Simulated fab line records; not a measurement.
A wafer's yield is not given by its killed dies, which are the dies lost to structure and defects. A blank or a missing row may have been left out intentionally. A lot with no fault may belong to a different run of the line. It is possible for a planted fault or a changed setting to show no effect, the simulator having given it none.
fab line records ; flow n5_finfet ; part 2 of 2: steps 4 to 6 of 6
[record] lots = 20; wafers = 60; last_day = 18
route steps=1938 shown BEOL_M0_SAQP@673 BEOL_M0_CUTY@713 BEOL_M0@720
lots that met no fault: from a run of the same line without faults
start_h: start of the lot's first displayed wafer, in hours after the record's first day ; wait_h: time in hours since the lot's previous step ; " same as the row above ; L1.1+2: several wafers, shown together as one row ; - either no value or no given start ; * or withheld: withheld ; < > ~ a bound
route shown NAME@n: names a module that has steps shown in the file, with the first one's number in the route ; usual: the fault-free wafers' mean and standard deviation ; same: alike in all rows ; chamber/n: place in a boat ; sites: readings site by site ; _std_site: the standard deviation of these ; _edge_site: inner sites' mean taken away from outer sites' mean ; radius_mm: for every site, how far away it sits from the centre of the wafer ; mask NAME#n: copy n ; behind: the last tool/chamber to shape the wafer ; hold: the reason the lot was held/the length of the hold in hours/how it ended ; device: transistor that didn't switch, given as n, p or np ; end of line: tests of these same wafers at the route's end ; where a step has no rows: the recipe by itself ; killed: dies lost to structure and defects at the first sort, not the wafer's yield ; map: shows each die of a wafer: x if killed, . if not, _ if none is there
set.NAME: the setting as run; set.NAME@STEP: as run at that earlier step ; model.NAME: the simulator's own value behind a step, which no gauge read
the route's steps for a sample of lots (tables are steps, rows are wafers)
services: when a tool's chamber went out of use (start_h, in hours from the record's first day, below 0 if earlier), for how many hours, and the reason
[[steps]]
[step N5_BEOL_M0_CUTY_ETCH_63]
[recipe] chemistry = N2/H2; target = SOC; target_depth_a = 827; overetch_a = 165; mask_material = SiARC; temp_c = 40; ion_energy_ev = 200; time_s = 124; pressure_mtorr = 30; source_w = 840; bias_w = 150; n2_flow_sccm = 200; h2_flow_sccm = 200
[usual] drypump_motor_current_A = 5.7/0.44; oes_product_au = 0.63/0.076; rf_vpp_V = 522.6/2.4; showerhead_plenum_p_Torr = 2.50/0.089; throttle_valve_pct = 17.81/0.29
lot.wafer;tool;chamber;start_h;wait_h;drypump_motor_current_A;oes_product_au;rf_hours_counter_h;rf_vpp_V;showerhead_plenum_p_Torr;throttle_valve_pct
L074.3;rie_diel-06;3;113.37;0.0;6.5;0.74;29;522.3;2.49;17.67
L074.5;rie_diel-06;1;113.37;0.0;6.0;0.58;-;523.5;2.51;18.11
L074.6;rie_diel-06;2;113.37;0.0;5.5;0.60;-;520.6;2.45;18.10
L075.2;rie_diel-06;1;118.80;0.0;6.0;0.58;212;523.8;2.51;18.11
L075.4;rie_diel-06;1;118.80;0.0;6.0;0.57;-;524.4;2.51;18.12
L075.6;rie_diel-06;2;118.80;0.0;5.4;0.60;-;520.9;2.45;18.14
L078.1;rie_diel-06;2;139.95;0.0;5.5;0.59;183;520.2;2.45;18.13
L078.5;rie_diel-06;2;139.95;0.0;5.5;0.60;-;520.7;2.45;18.12
L078.6;rie_diel-06;1;139.95;0.0;6.0;0.57;-;522.3;2.51;18.14
L081.1;rie_diel-04;0;158.86;0.0;5.6;0.56;233;519.3;2.41;17.89
L081.2;rie_diel-04;2;158.86;0.0;5.8;0.60;171;525.6;2.65;18.04
L081.5;rie_diel-04;1;158.86;0.0;5.2;0.60;-;521.2;2.43;17.44
L082.3;rie_diel-06;2;164.53;0.0;5.5;0.59;191;522.1;2.44;18.14
L082.4;rie_diel-06;0;164.53;0.0;6.7;0.58;238;522.8;2.48;18.00
L082.6;rie_diel-06;3;164.53;0.0;6.5;0.71;-;522.4;2.48;17.72
L083.2;rie_diel-04;3;168.25;0.0;5.3;0.74;28;521.9;2.48;17.29
L083.4;rie_diel-04;0;168.25;0.0;5.6;0.56;236;518.8;2.41;17.89
L083.6;rie_diel-04;3;168.25;0.0;5.4;0.74;-;523.2;2.48;17.28
L084.2;rie_diel-05;2;171.38;0.0;5.1;0.58;205;526.6;2.64;17.71
L084.3;rie_diel-05;0;171.38;0.0;5.8;0.56;240;519.9;2.38;17.88
L084.4;rie_diel-05;0;171.38;0.0;5.7;0.56;-;518.5;2.38;17.85
L085.1;rie_diel-05;0;187.58;0.0;5.7;0.55;249;519.7;2.37;17.87
L085.2;rie_diel-05;2;187.58;0.0;5.1;0.58;214;524.1;2.63;17.73
L085.5;rie_diel-05;0;187.58;0.0;5.7;0.56;-;520.6;2.37;17.87
L086.2;rie_diel-05;2;189.59;0.0;5.1;0.58;215;525.5;2.63;17.75
L086.3;rie_diel-05;0;189.59;0.0;5.7;0.56;-;519.6;2.37;17.86
L086.5;rie_diel-05;0;189.59;0.0;5.7;0.56;-;520.1;2.37;17.88
L087.1;rie_diel-06;1;194.15;0.0;6.0;0.57;242;523.6;2.50;18.17
L087.4;rie_diel-06;3;194.15;0.0;6.5;0.70;59;521.8;2.48;17.75
L087.5;rie_diel-06;1;194.15;0.0;6.0;0.55;-;522.1;2.50;18.17
L088.2;rie_diel-04;3;197.99;0.0;5.3;0.72;40;521.8;2.48;17.30
L088.4;rie_diel-04;0;197.99;0.0;5.6;0.56;247;519.8;2.40;17.89
L088.5;rie_diel-04;3;197.99;0.0;5.4;0.71;-;522.6;2.48;17.31
L089.1;rie_diel-05;3;205.49;0.0;5.6;0.55;258;521.1;2.52;18.38
L089.5;rie_diel-05;3;205.49;0.0;5.6;0.55;-;524.3;2.52;18.36
L089.6;rie_diel-05;2;205.49;0.0;5.1;0.58;-;524.7;2.63;17.74
L090.3;rie_diel-06;3;211.54;0.0;6.5;0.69;66;522.0;2.47;17.75
L090.4;rie_diel-06;3;211.54;0.0;6.5;0.70;-;520.6;2.47;17.75
L090.6;rie_diel-06;2;211.54;0.0;5.5;0.57;-;519.2;2.44;18.18
L091.1;rie_diel-06;2;216.19;0.0;5.5;0.59;212;520.9;2.43;18.20
L091.5;rie_diel-06;1;216.19;0.0;6.0;0.56;-;523.2;2.50;18.18
L091.6;rie_diel-06;2;216.19;0.0;5.5;0.57;-;519.8;2.43;18.17
L092.1;rie_diel-04;1;223.34;0.0;5.2;0.58;205;521.3;2.42;17.49
L092.3;rie_diel-04;2;223.34;0.0;5.8;0.58;198;526.0;2.64;18.07
L092.4;rie_diel-04;3;223.34;0.0;5.3;0.70;53;523.2;2.47;17.31
L093.1;rie_diel-04;1;227.27;0.0;5.2;0.58;207;520.9;2.42;17.49
L093.4;rie_diel-04;0;227.27;0.0;5.5;0.80;3;529.8;2.72;17.52
L093.6;rie_diel-04;3;227.27;0.0;5.4;0.70;-;523.6;2.47;17.33
L094.2;rie_diel-06;2;235.36;0.0;5.4;0.57;221;521.3;2.43;18.20
L094.4;rie_diel-06;0;235.36;0.0;6.7;0.79;-;523.7;2.48;17.54
L094.5;rie_diel-06;2;235.36;0.0;5.5;0.57;-;519.8;2.43;18.19
L095.3;rie_diel-06;0;243.46;0.0;6.7;0.78;7;522.3;2.47;17.54
L095.5;rie_diel-06;3;243.46;0.0;6.5;0.68;-;521.3;2.47;17.76
L095.6;rie_diel-06;2;243.46;0.0;5.4;0.57;-;520.2;2.43;18.19
L096.1;rie_diel-05;2;249.79;0.0;5.1;0.57;237;524.9;2.62;17.78
L096.4;rie_diel-05;0;249.79;0.0;5.7;0.74;11;527.5;2.69;17.38
L096.5;rie_diel-05;3;249.79;0.0;5.6;0.79;-;523.0;2.51;18.00
L097.1;rie_diel-04;2;257.74;0.0;5.8;0.58;211;525.0;2.63;18.11
L097.5;rie_diel-04;3;257.74;0.0;5.3;0.69;-;522.6;2.47;17.36
L097.6;rie_diel-04;2;257.74;0.0;5.8;0.58;-;525.3;2.63;18.11
[step N5_BEOL_M0_ETCH_128]
[recipe] chemistry = CF4/N2; target_depth_a = 120; overetch_a = 51; target = SiCN; time_s = 21.4; ion_energy_ev = 150; pressure_mtorr = 40; source_w = 430; bias_w = 70; Ar_flow_sccm = 100; cf4_flow_sccm = 60; n2_flow_sccm = 60
[usual] drypump_motor_current_A = 5.7/0.42; oes_product_au = 0.53/0.066; rf_vpp_V = 381.5/2; showerhead_plenum_p_Torr = 2.18/0.08; throttle_valve_pct = 15.40/0.26
lot.wafer;tool;chamber;start_h;wait_h;drypump_motor_current_A;oes_product_au;rf_hours_counter_h;rf_vpp_V;showerhead_plenum_p_Torr;throttle_valve_pct
L074.3;rie_diel-04;3;113.91;0.0;5.3;0.63;10;382.5;2.17;14.95
L074.5;rie_diel-04;3;113.91;0.0;5.3;0.65;-;380.8;2.17;14.97
L074.6;rie_diel-04;2;113.91;0.0;5.8;0.52;-;384.7;2.28;15.52
L075.2;rie_diel-06;3;121.23;0.2;6.5;0.62;32;381.0;2.14;15.15
L075.4;rie_diel-06;1;121.23;0.2;6.0;0.49;-;382.2;2.17;15.76
L075.6;rie_diel-06;3;121.23;0.2;6.5;0.62;-;381.9;2.14;15.13
L078.1;rie_diel-04;1;140.90;0.0;5.3;0.52;174;378.9;2.11;15.16
L078.5;rie_diel-04;3;140.90;0.0;5.4;0.63;-;382.1;2.16;14.95
L078.6;rie_diel-04;0;140.90;0.0;5.6;0.49;-;379.9;2.10;15.41
L081.1;rie_diel-06;2;161.94;0.0;5.5;0.49;191;380.3;2.09;15.53
L081.2;rie_diel-06;1;161.94;0.0;6.0;0.47;230;380.1;2.17;15.79
L081.5;rie_diel-06;3;161.94;0.0;6.5;0.60;-;381.1;2.13;15.17
L082.3;rie_diel-05;2;165.26;0.2;5.1;0.49;203;383.6;2.30;15.43
L082.4;rie_diel-05;2;165.26;0.2;5.1;0.50;-;385.0;2.30;15.41
L082.6;rie_diel-05;0;165.26;0.2;5.7;0.48;-;378.5;2.09;15.66
L083.2;rie_diel-05;1;173.46;0.1;6.0;0.57;42;380.6;2.17;15.11
L083.4;rie_diel-05;0;173.46;0.1;5.7;0.46;-;378.2;2.08;15.65
L083.6;rie_diel-05;1;173.46;0.1;6.1;0.58;-;380.3;2.17;15.08
L084.2;rie_diel-04;3;173.52;0.0;5.4;0.62;31;383.3;2.16;15.00
L084.3;rie_diel-04;2;173.52;0.0;5.8;0.51;176;384.1;2.28;15.56
L084.4;rie_diel-04;1;173.52;0.0;5.2;0.51;185;379.8;2.11;15.20
L086.2;rie_diel-06;3;190.64;0.0;6.5;0.59;57;380.6;2.13;15.18
L086.3;rie_diel-06;0;190.64;0.0;6.6;0.48;248;380.6;2.18;15.83
L086.5;rie_diel-06;2;190.64;0.0;5.4;0.51;-;379.9;2.09;15.54
L085.1;rie_diel-05;2;190.69;0.0;5.1;0.49;216;382.0;2.29;15.46
L085.2;rie_diel-05;0;190.69;0.0;5.7;0.46;251;379.5;2.08;15.69
L085.5;rie_diel-05;0;190.69;0.0;5.7;0.47;-;378.7;2.08;15.69
L087.1;rie_diel-05;0;195.28;0.0;5.7;0.46;253;378.2;2.08;15.70
L087.4;rie_diel-05;0;195.28;0.0;5.7;0.47;-;379.8;2.08;15.68
L087.5;rie_diel-05;1;195.28;0.0;6.1;0.59;-;380.1;2.16;15.10
L088.2;rie_diel-05;1;199.15;0.0;6.1;0.57;51;380.5;2.16;15.12
L088.4;rie_diel-05;3;199.15;0.0;5.6;0.47;-;380.6;2.19;15.77
L088.5;rie_diel-05;2;199.15;0.0;5.1;0.49;-;382.9;2.29;15.44
L089.1;rie_diel-06;3;206.04;0.0;6.5;0.59;63;381.2;2.13;15.19
L089.5;rie_diel-06;1;206.04;0.0;6.0;0.48;-;381.4;2.16;15.82
L089.6;rie_diel-06;2;206.04;0.0;5.4;0.50;-;378.2;2.09;15.55
L090.3;rie_diel-06;1;214.41;1.0;6.0;0.47;-;382.0;2.16;15.82
L090.4;rie_diel-06;2;214.41;1.0;5.4;0.50;-;379.5;2.08;15.55
L090.6;rie_diel-06;2;214.41;1.0;5.4;0.48;-;380.6;2.08;15.57
L091.1;rie_diel-05;1;216.90;0.0;6.0;0.57;59;381.7;2.16;15.12
L091.5;rie_diel-05;2;216.90;0.0;5.1;0.48;-;383.3;2.29;15.47
L091.6;rie_diel-05;1;216.90;0.0;6.0;0.58;-;381.0;2.16;15.13
L092.1;rie_diel-05;2;228.12;0.0;5.1;0.48;229;383.5;2.29;15.48
L092.3;rie_diel-05;2;228.12;0.0;5.1;0.50;-;384.7;2.29;15.49
L092.4;rie_diel-05;1;228.12;0.0;6.1;0.57;-;381.2;2.16;15.15
L093.1;rie_diel-04;3;229.68;0.0;5.3;0.59;55;382.2;2.15;15.05
L093.4;rie_diel-04;0;229.68;0.0;5.6;0.69;3;386.0;2.36;14.97
L093.6;rie_diel-04;0;229.68;0.0;5.6;0.67;-;385.7;2.36;14.96
L094.2;rie_diel-05;0;236.20;0.3;5.7;0.64;6;385.8;2.34;15.16
L094.4;rie_diel-05;1;236.20;0.3;6.1;0.58;67;381.1;2.16;15.13
L094.5;rie_diel-05;0;236.20;0.3;5.7;0.65;-;385.8;2.34;15.17
L095.3;rie_diel-06;0;247.25;0.0;6.6;0.65;7;380.8;2.18;15.32
L095.5;rie_diel-06;2;247.25;0.0;5.4;0.49;-;380.3;2.08;15.58
L095.6;rie_diel-06;1;247.25;0.0;6.0;0.68;-;381.9;2.16;15.30
L096.1;rie_diel-05;2;252.27;0.0;5.1;0.47;238;383.4;2.29;15.49
L096.4;rie_diel-05;3;252.27;0.0;5.6;0.67;8;380.4;2.18;15.30
L096.5;rie_diel-05;0;252.27;0.0;5.8;0.64;-;385.6;2.34;15.18
L097.1;rie_diel-04;1;261.76;0.2;5.2;0.48;219;379.8;2.10;15.25
L097.5;rie_diel-04;1;261.76;0.2;5.2;0.48;-;381.0;2.10;15.26
L097.6;rie_diel-04;2;261.76;0.2;5.8;0.50;-;383.4;2.27;15.62
[step N5_BEOL_M0_SPUTTER_141]
[recipe] material = Cu; target_thk_a = 40; temp_c = -20; chamber_pressure_pa = 0.07; power_w = withheld; time_s = 7.37
[usual] throttle_valve_pct = 29.8/0.94
lot.wafer;tool;chamber;start_h;wait_h;throttle_valve_pct
L074.3;pvd_sputter-01;-;116.99;0.0;29.2
L074.5;pvd_sputter-01;-;116.99;0.0;29.1
L074.6;pvd_sputter-01;-;116.99;0.0;29.3
L075.2;pvd_sputter-01;-;123.09;0.0;30.3
L075.4;pvd_sputter-01;-;123.09;0.0;29.4
L075.6;pvd_sputter-01;-;123.09;0.0;29.2
L078.1;pvd_sputter-02;-;143.30;0.0;28.8
L078.5;pvd_sputter-02;-;143.30;0.0;28.5
L078.6;pvd_sputter-02;-;143.30;0.0;31.5
L081.1;pvd_sputter-01;-;164.64;0.0;29.6
L081.2;pvd_sputter-01;-;164.64;0.0;30.5
L081.5;pvd_sputter-01;-;164.64;0.0;29.1
L082.3;pvd_sputter-03;-;168.67;0.0;31.0
L082.4;pvd_sputter-03;-;168.67;0.0;29.8
L082.6;pvd_sputter-03;-;168.67;0.0;31.3
L083.2;pvd_sputter-03;-;175.29;0.0;28.7
L083.4;pvd_sputter-03;-;175.29;0.0;30.7
L083.6;pvd_sputter-03;-;175.29;0.0;30.2
L084.2;pvd_sputter-03;-;175.77;0.0;30.6
L084.3;pvd_sputter-03;-;175.77;0.0;30.9
L084.4;pvd_sputter-03;-;175.77;0.0;30.1
L086.2;pvd_sputter-03;-;192.42;0.0;30.1
L086.3;pvd_sputter-03;-;192.42;0.0;30.6
L086.5;pvd_sputter-03;-;192.42;0.0;31.1
L085.1;pvd_sputter-03;-;192.94;0.0;30.7
L085.2;pvd_sputter-03;-;192.94;0.0;28.8
L085.5;pvd_sputter-03;-;192.94;0.0;31.4
L087.1;pvd_sputter-03;-;197.06;0.0;28.8
L087.4;pvd_sputter-03;-;197.06;0.0;30.8
L087.5;pvd_sputter-03;-;197.06;0.0;29.9
L088.2;pvd_sputter-01;-;204.27;0.0;29.1
L088.4;pvd_sputter-01;-;204.27;0.0;30.3
L088.5;pvd_sputter-01;-;204.27;0.0;30.2
L089.1;pvd_sputter-02;-;208.15;0.0;29.6
L089.5;pvd_sputter-02;-;208.15;0.0;28.2
L089.6;pvd_sputter-02;-;208.15;0.0;31.1
L090.3;pvd_sputter-01;-;216.19;0.0;29.1
L090.4;pvd_sputter-01;-;216.19;0.0;29.4
L090.6;pvd_sputter-01;-;216.19;0.0;30.3
L091.1;pvd_sputter-02;-;219.80;0.0;27.7
L091.5;pvd_sputter-02;-;219.80;0.0;30.1
L091.6;pvd_sputter-02;-;219.80;0.0;28.5
L092.1;pvd_sputter-03;-;230.21;0.0;28.8
L092.3;pvd_sputter-03;-;230.21;0.0;30.2
L092.4;pvd_sputter-03;-;230.21;0.0;30.9
L093.1;pvd_sputter-01;-;232.31;0.0;29.4
L093.4;pvd_sputter-01;-;232.31;0.0;29.0
L093.6;pvd_sputter-01;-;232.31;0.0;30.2
L094.2;pvd_sputter-01;-;238.29;0.0;30.5
L094.4;pvd_sputter-01;-;238.29;0.0;30.4
L094.5;pvd_sputter-01;-;238.29;0.0;29.2
L095.3;pvd_sputter-02;-;250.24;0.0;31.3
L095.5;pvd_sputter-02;-;250.24;0.0;28.2
L095.6;pvd_sputter-02;-;250.24;0.0;29.9
L096.1;pvd_sputter-03;-;254.14;0.0;29.9
L096.4;pvd_sputter-03;-;254.14;0.0;31.5
L096.5;pvd_sputter-03;-;254.14;0.0;30.0
L097.1;pvd_sputter-01;-;263.70;0.0;29.3
L097.5;pvd_sputter-01;-;263.70;0.0;29.4
L097.6;pvd_sputter-01;-;263.70;0.0;30.0
[[services]]
tool;chamber;start_h;hours;kind
rie_diel-05;2;90.55;4.2;repair
rie_diel-01;-;94.55;4.1;repair
rie_diel-06;0;107.86;29.5;repair
rie_diel-05;2;112.56;7.4;repair
pvd_sputter-03;-;114.84;6.2;repair
rie_diel-04;2;130.36;10.1;repair
rie_diel-05;3;134.08;65.0;repair
rie_diel-05;1;183.09;9.7;repair
rie_diel-06;0;194.55;-;clean
rie_diel-06;0;194.55;-;consumable_replace:focus_ring
rie_diel-02;-;204.96;14.6;pm
rie_diel-05;3;209.61;4.5;repair
rie_diel-01;3;218.89;5.0;repair
rie_diel-05;0;223.81;5.5;repair
rie_diel-02;0;225.17;5.2;repair
rie_diel-01;2;237.75;12.4;repair
rie_diel-03;2;244.14;-;clean
rie_diel-03;2;244.14;-;consumable_replace:focus_ring
rie_diel-03;2;244.14;16.8;scheduled_down
rie_diel-03;2;244.14;16.8;vent_cycle
rie_diel-01;2;250.55;-;clean
rie_diel-01;2;250.55;-;consumable_replace:focus_ring
rie_diel-01;2;250.55;18.5;scheduled_down
rie_diel-01;2;250.55;18.5;vent_cycle
